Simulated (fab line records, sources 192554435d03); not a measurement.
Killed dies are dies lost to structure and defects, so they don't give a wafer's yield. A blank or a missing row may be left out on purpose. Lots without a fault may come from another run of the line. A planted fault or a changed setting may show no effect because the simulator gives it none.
fab line records | flow n5_finfet
record lots=5 wafers=15 last_day=18
route steps=1938 shown BEOL_M4@1099 BEOL_M5@1112 BEOL_M6@1233 PASSIVATION@1936
lots that met no fault: from a run of the same line without faults
start_h: hours from the record's first day to the start of the lot's first wafer shown | wait_h: hours since the lot's step before | " the same as in the row above | L1.1+2: a row that stands for several wafers | - no value, or no start given | * or withheld: withheld | < > ~ a bound
route shown NAME@n: a module of which the file shows steps, and the number in the route of the first | usual: mean/standard deviation of fault-free wafers | same: alike in all rows | chamber/n: place in a boat | sites: the reading at each site | _std_site: their standard deviation | _edge_site: outer sites' mean less inner sites' | radius_mm: how far each site lies from the wafer's centre | mask NAME#n: copy n | behind: the tool/chamber that last shaped the wafer | hold: why the lot was held/for how many hours/how that ended | device: the transistor (n, p or np) that didn't switch | end of line: the same wafers' tests at the end of the route | a step without rows: its recipe alone | killed: dies lost to structure and defects at the first sort, not the wafer's yield | map: a wafer's dies, x killed, . not, _ none there
set.NAME: the setting as run; set.NAME@STEP: as run at that earlier step | model.NAME: the simulator's own value behind a step, which no gauge read
lots at some steps of the route; a table a step, a row a wafer
services: from which hour (start_h, from the record's first day; less than 0 if before it) a tool's chamber was out of use, for how many hours, and why
## steps
# step N5_BEOL_M4_ANNEAL_95
# recipe temp_c=400 time_s=240 ambient=vacuum
# step N5_BEOL_M4_SPUTTER_96
# recipe material=Cu target_thk_a=45 temp_c=-20 chamber_pressure_pa=0.07 power_w=withheld time_s=8.29
# step N5_BEOL_M4_ECD_50
# recipe material=Cu target_thk_a=3000
# step N5_BEOL_M4_ANNEAL_51
# recipe temp_c=225 time_s=90 ambient=N2
# step N5_BEOL_M4_CMP_52
# recipe stop_on=SiOC t_overpolish_s=6.8 down_force_psi=1 platen_rpm=50 clearing_platen_down_force_psi=1.5 clearing_platen_rpm=50 post_cmp_clean=cu_alkaline target_thk_nm=40 clearing_platen_pad_velocity_m_s=0.99484 pad_velocity_m_s=0.99484
# step N5_BEOL_M4_PRE_CLEAN_60
# recipe gas=NH3/H2 time_s=15 temp_c=* rf_power_w=300
# step N5_BEOL_M4_CO_CAP_55
# recipe material=Co target_thk_a=20 temp_c=200 precursor=CCTBA/H2 pressure_torr=30 time_s=102.1
# step N5_BEOL_M4_PRE_CLEAN_56
# recipe gas=NH3 time_s=15 temp_c=withheld rf_power_w=300
# step N5_BEOL_M4_DEP_57
# recipe material=SiCN target_thk_a=80 temp_c=withheld precursor=3MS/NH3 pressure_torr=3 rf_w=202 time_s=14
# step N5_BEOL_M4_RC_MEAS_101
# usual DIBL_N=36.0/2.5 DIBL_P=36.7/3 IOFF_N=0.16/0.043 IOFF_P=0.21/0.049 ION_N=673/15 ION_P=461/9.8 SS_N=71.5/0.83 SS_P=73.4/0.83 VT_N=250/4 VT_P=-251/4
# columns lot.wafer tool chamber start_h wait_h DIBL_N[mV/V] DIBL_P[mV/V] IOFF_N[nA/um] IOFF_P[nA/um] ION_N[uA/um] ION_P[uA/um] SS_N[mV/dec] SS_P[mV/dec] VT_N[mV] VT_P[mV]
L668.1 prober-02 0 237.10 0.0 33.9 30.8 0.12 0.19 673 472 70.8 72.6 253 -249
L668.4 " 0 " " 35.0 32.6 0.14 0.21 681 476 71.3 71.9 251 -246
L668.6 " 0 " " 36.0 34.2 0.14 0.22 673 465 71.1 73.1 250 -248
L669.2 prober-01 0 239.56 0.2 36.3 33.3 0.13 0.15 656 444 71.6 72.4 256 -258
L669.3 " 0 " " 38.1 39.2 0.18 0.26 668 460 72.2 74.2 251 -250
L669.6 " 0 " " 39.1 37.0 0.19 0.21 680 453 72.6 73.7 250 -252
L667.3 prober-02 0 242.34 0.3 36.3 36.6 0.18 0.21 697 467 71.0 73.8 249 -252
L667.4 " 0 " " 39.4 39.3 0.20 0.24 678 457 72.8 74.5 248 -252
L667.6 " 0 " " 39.2 40.1 0.22 0.27 691 482 72.9 74.1 247 -249
L677.1 prober-01 0 305.14 0.0 36.1 36.6 0.15 0.21 660 462 72.1 73.6 250 -249
L677.2 " 0 " " 34.3 34.1 0.12 0.18 654 453 72.2 72.7 252 -251
L677.4 " 0 " " 39.4 41.6 0.26 0.32 713 488 73.3 74.2 240 -244
L679.2 prober-01 0 325.48 0.2 35.5 36.3 0.13 0.16 666 456 71.7 72.6 255 -257
L679.3 " 0 " " 36.5 37.3 0.14 0.17 651 443 71.4 73.3 255 -254
L679.4 " 0 " " 30.5 30.2 0.08 0.10 635 435 69.7 71.2 258 -264
# step N5_BEOL_M5_ILD_DEP_00
# recipe material=SiCOH_lowk target_thk_a=1406.4 temp_c=300 precursor=DEMS/porogen pressure_torr=5 rf_w=500 time_s=25.9
# step N5_BEOL_M5_CURE_79
# recipe temp_c=385 time_s=240 ambient=He/Ar material=SiCOH_lowk
# step N5_BEOL_M5_PECVD_70
# recipe material=SiO2 target_thk_a=160 temp_c=400 precursor=TEOS/O2 pressure_torr=5.5 rf_w=450 teos_flow_sccm=53.8 gas=O2 flow_sccm=3000 time_s=18
# step N5_BEOL_M5_HM_DEP_02
# recipe material=TiN target_thk_a=200 temp_c=25 chamber_pressure_pa=0.49996
# step N5_BEOL_M5_COAT_59
# recipe resist=SOC temp_c=250 time_s=60 spin_rpm=1500 resist_thk_nm=60
# step N5_BEOL_M5_COAT_60
# recipe resist=SiARC temp_c=220 time_s=60 spin_rpm=1500 resist_thk_nm=12
# step N5_BEOL_M5_COAT_71
# recipe resist=underlayer temp_c=205 time_s=60 spin_rpm=1500 resist_thk_nm=5
# step N5_BEOL_M5_COAT_05
# recipe resist=CAR-EUV spin_rpm=1500 resist_thk_nm=30
# step N5_BEOL_M5_EBR_07
# recipe solvent=PGMEA ebr_width_mm=1.5
# step N5_BEOL_M5_SOFTBAKE_06
# recipe temp_c=110 time_s=60 resist=CAR-EUV
# step N5_BEOL_M5_EXPOSE_08
# recipe mask_id=M5 na=0.33 source_shape=annular sigma_inner=0.4 sigma_outer=0.8 polarization=unpolarized target_cd_nm=28 dose_mj=35.75
# step N5_BEOL_M5_PEB_09
# recipe peb_temp_c=100 peb_time_s=60 resist=CAR-EUV
# step N5_BEOL_M5_DEVELOP_10
# recipe develop_time_s=30 developer=TMAH resist=CAR-EUV rinse_liquid=surfactant_rinse dry=air_spin dev_temp_c=23
# step N5_BEOL_M5_DESCUM_16
# recipe chemistry=O2 time_s=7 source_power_w=50 bias_power_w=20 pressure_mtorr=20 rf_frequency_hz=2.712e+07 temp_c=40 resist=CAR-EUV o2_flow_sccm=225
# step N5_BEOL_M5_ETCH_72
# recipe chemistry=N2/H2 target=underlayer target_depth_a=65 mask_material=CAR-EUV time_s=5.2 ion_energy_ev=200 pressure_mtorr=30 source_w=840 bias_w=150 n2_flow_sccm=200 h2_flow_sccm=200 ends=cleared
# step N5_BEOL_M5_ETCH_61
# recipe chemistry=CF4 target=SiARC target_depth_a=156 mask_material=CAR-EUV time_s=26 ion_energy_ev=80 pressure_mtorr=40 source_w=545 bias_w=36 Ar_flow_sccm=100 cf4_flow_sccm=100 ends=cleared
# step N5_BEOL_M5_ETCH_62
# recipe chemistry=N2/H2 target=SOC target_depth_a=750 overetch_a=150 mask_material=SiARC temp_c=40 time_s=112.5 ion_energy_ev=200 pressure_mtorr=30 source_w=840 bias_w=150 n2_flow_sccm=200 h2_flow_sccm=200
# step N5_BEOL_M5_STRIP_63
# recipe chemistry=N2/H2 temp_c=40 n2_flow_sccm=200 h2_flow_sccm=200 rf_frequency_hz=6e+07
# step N5_BEOL_M5_STRIP_73
# recipe chemistry=N2/H2 temp_c=40 n2_flow_sccm=200 h2_flow_sccm=200 rf_frequency_hz=6e+07
# step N5_BEOL_M5_STRIP_64
# recipe chemistry=CF4 resist=SiARC power_w=300 bias_power_w=75 pressure_mtorr=50 cf4_flow_sccm=150 rf_frequency_hz=6e+07
# step N5_BEOL_M5_HM_OPEN_17
# recipe chemistry=Cl2/BCl3 target_depth_a=200 overetch_a=60 target=TiN mask_material=SOC ion_energy_ev=150 pressure_mtorr=10 icp_w=1000 bias_w=126 Cl2_flow_sccm=53.25 bcl3_flow_sccm=21.75 Ar_flow_sccm=25
# step N5_BEOL_M5_STRIP_19
# recipe chemistry=O2 power_w=400 temp_c=40 pressure_mtorr=30 rf_frequency_hz=6e+07 bias_power_w=0 overash_fraction=0.2 o2_flow_sccm=225
# step N5_BEOL_M5_COAT_65
# recipe resist=SOC temp_c=250 time_s=60 spin_rpm=1500 resist_thk_nm=60
# step N5_BEOL_M5_COAT_66
# recipe resist=SiARC temp_c=220 time_s=60 spin_rpm=1500 resist_thk_nm=12
# step N5_BEOL_M6_ETCH_66
# recipe chemistry=N2/H2 target=SOC target_depth_a=800 overetch_a=160 mask_material=SiARC temp_c=40 time_s=120 ion_energy_ev=200 pressure_mtorr=30 source_w=840 bias_w=150 n2_flow_sccm=200 h2_flow_sccm=200
# usual bias_w=150.0/0.42 chamber_pressure_mTorr=30.003/0.026 drypump_motor_current_A=5.7/0.42 oes_product_au=0.61/0.074 rf_vpp_V=523/3 showerhead_plenum_p_Torr=2.52/0.1 throttle_valve_pct=17.74/0.29
# columns lot.wafer tool chamber start_h wait_h bias_w chamber_pressure_mTorr drypump_motor_current_A oes_product_au rf_hours_counter_h rf_vpp_V showerhead_plenum_p_Torr throttle_valve_pct model.SiARC_of_BEOL_M6_COAT_64.thk_nm model.underlayer_of_BEOL_M6_COAT_71.thk_nm
L668.1 rie_diel-04 2 252.79 0.0 - - - - - - - - 12 5
L668.4 " 1 " " - - - - - - - - 12 5
L668.6 " 3 " " - - - - - - - - 12 5
L669.2 rie_diel-04 3 258.11 0.0 - - - - - - - - 12 5
L669.3 " 2 " " - - - - - - - - 12 5
L669.6 " 2 " " - - - - - - - - 12 5
L667.3 rie_diel-06 0 258.11 0.0 - - - - - - - - 12 5
L667.4 " 2 " " - - - - - - - - 12 5
L667.6 " 3 " " - - - - - - - - 12 5
L677.1 rie_diel-05 1 328.54 0.0 150.0 30.065 6.1 0.61 102 522 2.48 17.74 6.4 0
L677.2 " 3 " " 149.8 29.996 5.6 0.68 36 523 2.50 18.03 6.6 0
L677.4 " 0 " " 150.4 30.020 5.7 0.65 40 529 2.67 17.42 6.2 0
L679.2 rie_diel-04 1 345.41 0.0 149.8 30.042 5.2 0.52 249 518 2.40 17.55 6.8 0
L679.3 " 2 " " 149.5 29.962 5.8 0.53 236 525 2.62 18.13 6.6 0
L679.4 " 0 " " 150.0 30.013 5.6 0.67 45 528 2.70 17.60 6.6 0
# step N5_BEOL_M6_VIA_ETCH_34
# recipe chemistry=C4F6/O2 target=SiCOH_lowk target_depth_a=1263 mask_material=SOC taper_deg=4 time_s=50.9 ion_energy_ev=250 pressure_mtorr=30 source_w=345 bias_w=185 Ar_flow_sccm=300 C4F6_flow_sccm=10 O2_flow_sccm=10
# usual C4F6_flow_sccm=10.00/0.031 O2_flow_sccm=10.000/0.029 chamber_pressure_mTorr=30.003/0.026 drypump_motor_current_A=5.7/0.42 oes_product_au=0.79/0.1 rf_vpp_V=659/15 showerhead_plenum_p_Torr=2.81/0.12 throttle_valve_pct=20.76/0.21
# columns lot.wafer tool chamber start_h wait_h C4F6_flow_sccm O2_flow_sccm chamber_pressure_mTorr drypump_motor_current_A oes_product_au rf_hours_counter_h rf_vpp_V showerhead_plenum_p_Torr throttle_valve_pct
L668.1 rie_diel-04 2 252.89 0.0 9.99 10.005 30.051 5.8 0.26 209 648 2.92 20.87
L668.4 " 1 " " 10.05 9.974 30.017 5.2 0.27 215 651 2.69 20.28
L668.6 " 3 " " 10.01 10.017 29.979 5.3 0.32 - 657 2.80 20.47
L669.2 rie_diel-04 3 258.21 0.0 9.99 9.975 29.964 5.4 0.32 66 657 2.79 20.46
L669.3 " 2 " " 10.01 10.028 29.987 5.8 0.27 211 651 2.92 20.87
L669.6 " 2 " " 10.00 9.982 29.989 5.8 0.27 - 649 2.92 20.87
L667.3 rie_diel-06 0 258.21 0.0 9.98 9.979 29.982 6.6 0.35 12 654 2.81 20.73
L667.4 " 2 " " 10.01 9.997 30.027 5.5 0.26 232 687 2.66 20.70
L667.6 " 3 " " 10.03 10.011 30.017 6.5 0.31 - 629 2.72 20.44
L677.1 rie_diel-05 1 328.64 0.0 10.00 9.997 29.953 6.1 0.80 102 658 2.78 20.75
L677.2 " 3 " " 10.02 10.008 30.039 5.6 0.88 36 640 2.81 21.01
L677.4 " 0 " " 10.03 10.051 30.003 5.7 0.87 40 687 3.03 20.82
L679.2 rie_diel-04 1 345.51 0.0 10.04 9.989 29.967 5.2 0.66 249 651 2.67 20.47
L679.3 " 2 " " 10.01 9.989 30.001 5.8 0.68 236 648 2.91 21.04
L679.4 " 0 " " 9.97 10.028 29.966 5.6 0.86 45 664 3.04 20.65
# step N5_PASSIVATION_PROBE_49
# usual defect_limited_yield=91.1/1.5 killed_at_M0_to_M3=37/11 killed_at_M4_up=13/5.6 killed_at_contacts=12/5.6 killed_at_front_end=39/11 killed_at_other=4/3.1 killed_dies=105/18 killed_on_rim=14/3.8 killed_open=69/13 killed_short=35/7.4 sort_bin_5_function=5.1/0.92 sort_bin_6_memory=3.4/0.76 sort_bin_8_speed=0.02/0.11 sort_n_pass=1075/18 sort_yield_pct=91.1/1.5
# same gross_dies=1180 killed_at_back_side=0 sort_bin_4_leakage[%]=0
# columns lot.wafer tool chamber start_h wait_h defect_limited_yield[%] killed_at_M0_to_M3 killed_at_M4_up killed_at_contacts killed_at_front_end killed_at_other killed_dies killed_on_rim killed_open killed_short sort_bin_5_function[%] sort_bin_6_memory[%] sort_bin_8_speed[%] sort_n_pass sort_yield_pct[%]
L668.1 prober-01 - 344.19 0.0 0 30 1109 3 24 14 1180 152 44 32 97.3 2.5 0 0 0
L668.4 prober-01 - 344.34 0.2 0 34 1102 14 25 5 1180 152 55 24 96.6 3.2 0 0 0
L668.6 prober-01 - 344.44 0.3 0 28 1119 4 26 3 1180 152 43 24 97.8 2.1 0 0 0
L667.3 prober-02 - 349.26 0.1 0 46 1067 32 34 1 1180 152 90 39 96.0 3.8 0 0 0
L667.4 prober-02 - 349.31 0.2 0 70 1072 5 27 6 1180 152 75 45 95.3 4.4 0 0 0
L667.6 prober-02 - 349.41 0.3 0 45 1095 7 30 3 1180 152 62 33 96.4 3.2 0 0 0
L669.2 prober-01 - 354.98 0.1 0 28 1111 4 33 4 1180 152 53 23 97.8 2.0 0 0 0
L669.3 prober-01 - 355.03 0.1 0 19 1117 15 28 1 1180 152 61 19 96.9 3.1 0 0 0
L669.6 prober-01 - 355.18 0.3 0 17 1131 6 24 2 1180 152 47 11 98.1 1.7 0 0 0
# killed by level:class
L668.1 BEOL_M6:area_etch=1103 BEOL_M2:geometric_particle:open=14 PASS1_CAP:geometric_particle:short=8 GATE_CUT:geometric_particle:short=5 BEOL_M3:geometric_particle:open=5 GATE_CUT:geometric_particle:open=4 BEOL_M0_SAQP:geometric_particle:open=4 ILD0:geometric_particle:short=3
L668.4 BEOL_M6:area_etch=1099 MOL_CONTACT_COAG:geometric_particle:open=11 BEOL_M2:geometric_particle:open=11 BEOL_M1:geometric_particle:open=7 DUMMY_GATE:geometric_particle:open=6 BEOL_M0_SAQP:geometric_particle:short=5 FIN_SAQP:geometric_particle:short=4 GATE_CUT:geometric_particle:short=4
L668.6 BEOL_M6:area_etch=1111 BEOL_M0_SAQP:geometric_particle:open=6 BEOL_M2:geometric_particle:open=6 STARTING-WAFER:geometric_particle:short=5 ILD0:geometric_particle:short=4 GATE_CUT:geometric_particle:short=4 MOL_CONTACT_COAG:geometric_particle:open=4 BEOL_M0_SAQP:geometric_particle:short=4
L667.3 BEOL_M6:area_etch=1051 MOL_CONTACT_COAG:geometric_particle:open=26 FIN_SAQP:geometric_particle:open=15 BEOL_M0_SAQP:geometric_particle:short=12 BEOL_M0_SAQP:geometric_particle:open=10 BEOL_M3:geometric_particle:open=9 BEOL_M4:geometric_particle:open=9 FIN_SAQP:geometric_particle:short=7
L667.4 BEOL_M6:area_etch=1060 BEOL_M0_SAQP:geometric_particle:open=20 BEOL_M0_SAQP:geometric_particle:short=19 BEOL_M1:geometric_particle:open=11 BEOL_M3:geometric_particle:open=11 FIN_SAQP:geometric_particle:short=5 GATE_CUT:geometric_particle:short=5 BEOL_M2:geometric_particle:open=5
L667.6 BEOL_M6:area_etch=1085 BEOL_M0_SAQP:geometric_particle:open=12 BEOL_M0_SAQP:geometric_particle:short=12 BEOL_M1:geometric_particle:open=11 FIN_SAQP:geometric_particle:open=7 BEOL_M4:geometric_particle:open=7 FIN_SAQP:geometric_particle:short=5 MOL_CONTACT_COAG:geometric_particle:open=5
L669.2 BEOL_M6:area_etch=1104 FIN_SAQP:geometric_particle:open=8 BEOL_M1:geometric_particle:open=7 BEOL_M0_SAQP:geometric_particle:short=5 BEOL_M0_SAQP:geometric_particle:open=5 BEOL_M3:geometric_particle:open=5 GATE_CUT:geometric_particle:open=4 STI_FIN_REVEAL:geometric_particle:open=3
L669.3 BEOL_M6:area_etch=1100 MOL_CONTACT_COAG:geometric_particle:open=15 DUMMY_GATE:geometric_particle:open=9 FIN_SAQP:geometric_particle:short=6 BEOL_M4:geometric_particle:open=6 BEOL_M5:geometric_particle:open=5 STI_FIN_REVEAL:geometric_particle:open=4 BEOL_M1:geometric_particle:open=4
L669.6 BEOL_M6:area_etch=1122 FIN_SAQP:geometric_particle:open=11 BEOL_M1:geometric_particle:open=7 BEOL_M4:geometric_particle:open=6 MOL_CONTACT_COAG:geometric_particle:open=5 FIN_SAQP:geometric_particle:short=3 BEOL_M3:geometric_particle:open=3 STARTING-WAFER:geometric_particle:open=3
# map L667.3 (x killed, . not)
_________________xxxxxxxxxxxx________________
______________xxxxxxxxxxxxxxxxxx_____________
___________xxxxxxxxxxxxxxxxxxxxxxxx__________
__________xxxxxxxxxxxxxxxxxxxxxxxxxx_________
________xxxxxxxxxxxxxxxxxxxxxxxxxxxxxx_______
_______xxxxxxxxxxxxxxxxxxxxxxxxxxxxxxxx______
______xxxxxxxxxxxxxxxxxxxxxxxxxxxxxxxxxx_____
_____xxxxxxxxxxxxxxxxxxxxxxxxxxxxxxxxxxxx____
____xxxxxxxxxxxxxxxxxxxxxxxxxxxxxxxxxxxxxx___
___xxxxxxxxxxxxxxxxxxxxxxxxxxxxxxxxxxxxxxxx__
___xxxxxxxxxxxxxxxxxxxxxxxxxxxxxxxxxxxxxxxx__
__xxxxxxxxxxxxxxxxxxxxxxxxxxxxxxxxxxxxxxxxxx_
__xxxxxxxxxxxxxxxxxxxxxxxxxxxxxxxxxxxxxxxxxx_
_xxxxxxxxxxxxxxxxxxxxxxxxxxxxxxxxxxxxxxxxxxxx
_xxxxxxxxxxxxxxxxxxxxxxxxxxxxxxxxxxxxxxxxxxxx
_xxxxxxxxxxxxxxxxxxxxxxxxxxxxxxxxxxxxxxxxxxxx
_xxxxxxxxxxxxxxxxxxxxxxxxxxxxxxxxxxxxxxxxxxxx
_xxxxxxxxxxxxxxxxxxxxxxxxxxxxxxxxxxxxxxxxxxxx
_xxxxxxxxxxxxxxxxxxxxxxxxxxxxxxxxxxxxxxxxxxxx
_xxxxxxxxxxxxxxxxxxxxxxxxxxxxxxxxxxxxxxxxxxxx
_xxxxxxxxxxxxxxxxxxxxxxxxxxxxxxxxxxxxxxxxxxxx
__xxxxxxxxxxxxxxxxxxxxxxxxxxxxxxxxxxxxxxxxxx_
__xxxxxxxxxxxxxxxxxxxxxxxxxxxxxxxxxxxxxxxxxx_
___xxxxxxxxxxxxxxxxxxxxxxxxxxxxxxxxxxxxxxxx__
___xxxxxxxxxxxxxxxxxxxxxxxxxxxxxxxxxxxxxxxx__
____xxxxxxxxxxxxxxxxxxxxxxxxxxxxxxxxxxxxxx___
_____xxxxxxxxxxxxxxxxxxxxxxxxxxxxxxxxxxxx____
______xxxxxxxxxxxxxxxxxxxxxxxxxxxxxxxxxx_____
_______xxxxxxxxxxxxxxxxxxxxxxxxxxxxxxxx______
________xxxxxxxxxxxxxxxxxxxxxxxxxxxxxx_______
__________xxxxxxxxxxxxxxxxxxxxxxxxxx_________
___________xxxxxxxxxxxxxxxxxxxxxxxx__________
______________xxxxxxxxxxxxxxxxxx_____________
_________________xxxxxxxxxxxx________________
# map L668.1 (x killed, . not)
_________________xxxxxxxxxxxx________________
______________xxxxxxxxxxxxxxxxxx_____________
___________xxxxxxxxxxxxxxxxxxxxxxxx__________
__________xxxxxxxxxxxxxxxxxxxxxxxxxx_________
________xxxxxxxxxxxxxxxxxxxxxxxxxxxxxx_______
_______xxxxxxxxxxxxxxxxxxxxxxxxxxxxxxxx______
______xxxxxxxxxxxxxxxxxxxxxxxxxxxxxxxxxx_____
_____xxxxxxxxxxxxxxxxxxxxxxxxxxxxxxxxxxxx____
____xxxxxxxxxxxxxxxxxxxxxxxxxxxxxxxxxxxxxx___
___xxxxxxxxxxxxxxxxxxxxxxxxxxxxxxxxxxxxxxxx__
___xxxxxxxxxxxxxxxxxxxxxxxxxxxxxxxxxxxxxxxx__
__xxxxxxxxxxxxxxxxxxxxxxxxxxxxxxxxxxxxxxxxxx_
__xxxxxxxxxxxxxxxxxxxxxxxxxxxxxxxxxxxxxxxxxx_
_xxxxxxxxxxxxxxxxxxxxxxxxxxxxxxxxxxxxxxxxxxxx
_xxxxxxxxxxxxxxxxxxxxxxxxxxxxxxxxxxxxxxxxxxxx
_xxxxxxxxxxxxxxxxxxxxxxxxxxxxxxxxxxxxxxxxxxxx
_xxxxxxxxxxxxxxxxxxxxxxxxxxxxxxxxxxxxxxxxxxxx
_xxxxxxxxxxxxxxxxxxxxxxxxxxxxxxxxxxxxxxxxxxxx
_xxxxxxxxxxxxxxxxxxxxxxxxxxxxxxxxxxxxxxxxxxxx
_xxxxxxxxxxxxxxxxxxxxxxxxxxxxxxxxxxxxxxxxxxxx
_xxxxxxxxxxxxxxxxxxxxxxxxxxxxxxxxxxxxxxxxxxxx
__xxxxxxxxxxxxxxxxxxxxxxxxxxxxxxxxxxxxxxxxxx_
__xxxxxxxxxxxxxxxxxxxxxxxxxxxxxxxxxxxxxxxxxx_
___xxxxxxxxxxxxxxxxxxxxxxxxxxxxxxxxxxxxxxxx__
___xxxxxxxxxxxxxxxxxxxxxxxxxxxxxxxxxxxxxxxx__
____xxxxxxxxxxxxxxxxxxxxxxxxxxxxxxxxxxxxxx___
_____xxxxxxxxxxxxxxxxxxxxxxxxxxxxxxxxxxxx____
______xxxxxxxxxxxxxxxxxxxxxxxxxxxxxxxxxx_____
_______xxxxxxxxxxxxxxxxxxxxxxxxxxxxxxxx______
________xxxxxxxxxxxxxxxxxxxxxxxxxxxxxx_______
__________xxxxxxxxxxxxxxxxxxxxxxxxxx_________
___________xxxxxxxxxxxxxxxxxxxxxxxx__________
______________xxxxxxxxxxxxxxxxxx_____________
_________________xxxxxxxxxxxx________________
## services
# columns tool chamber start_h hours kind
rie_diel-06 1 228.90 - clean
rie_diel-06 1 228.90 - consumable_replace:focus_ring
rie_diel-06 1 228.90 14.3 scheduled_down
rie_diel-06 1 228.90 14.3 vent_cycle
rie_diel-04 - 266.81 2.4 repair
rie_diel-06 - 267.21 0.6 repair
rie_diel-06 - 275.37 4.3 pm
rie_diel-05 2 290.45 - clean
rie_diel-05 2 290.45 - consumable_replace:focus_ring
rie_diel-05 2 290.45 21.8 scheduled_down
rie_diel-05 2 290.45 21.8 vent_cycle
rie_diel-06 2 294.86 13.9 repair
rie_diel-04 2 302.94 7.1 repair
rie_diel-04 2 310.68 4.4 repair
rie_diel-05 - 333.69 15.6 pm
rie_diel-06 2 334.08 - clean
rie_diel-06 2 334.08 - consumable_replace:focus_ring
rie_diel-06 2 334.08 - consumable_replace:showerhead
rie_diel-06 2 334.08 21.2 scheduled_down
rie_diel-06 2 334.08 21.2 vent_cycle
## key
first_sign step=N5_BEOL_M6_ETCH_66 reading=tool_record direction=missing
effect step=N5_BEOL_M6_VIA_ETCH_34 reading=oes_product_au direction=down sigmas=4.9 usual=0.79 struck=0.29
effect step=N5_PASSIVATION_PROBE_49 reading=killed_at_M4_up direction=up sigmas=99+ usual=13 struck=1103
model_effect step=N5_BEOL_M6_ETCH_66 value=SiARC_of_BEOL_M6_COAT_64.thk_nm without=6.444 struck=12
more_kills_born_at N5_BEOL_M6_ETCH_66@rie_diel-04=6639 N5_BEOL_M6_ETCH_66@rie_diel-06=3196
met_at N5_BEOL_M6_ETCH_66
struck_wafers L667.3,L667.4,L667.6,L668.1,L668.4,L668.6,L669.2,L669.3,L669.6
later_rows_left_out L667.3,L667.4,L667.6,L668.1,L668.4,L668.6,L669.2,L669.3,L669.6
fault kind=skipped_step_whole tool=rie_diel-04,rie_diel-06 chamber=- onset_h=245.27 steps=N5_BEOL_M6_ETCH_66 scope=struck_lots_only
# later_rows_left_out: the simulator's readings of these wafers behind a module that went badly wrong aren't trusted and aren't shown, but for the sort
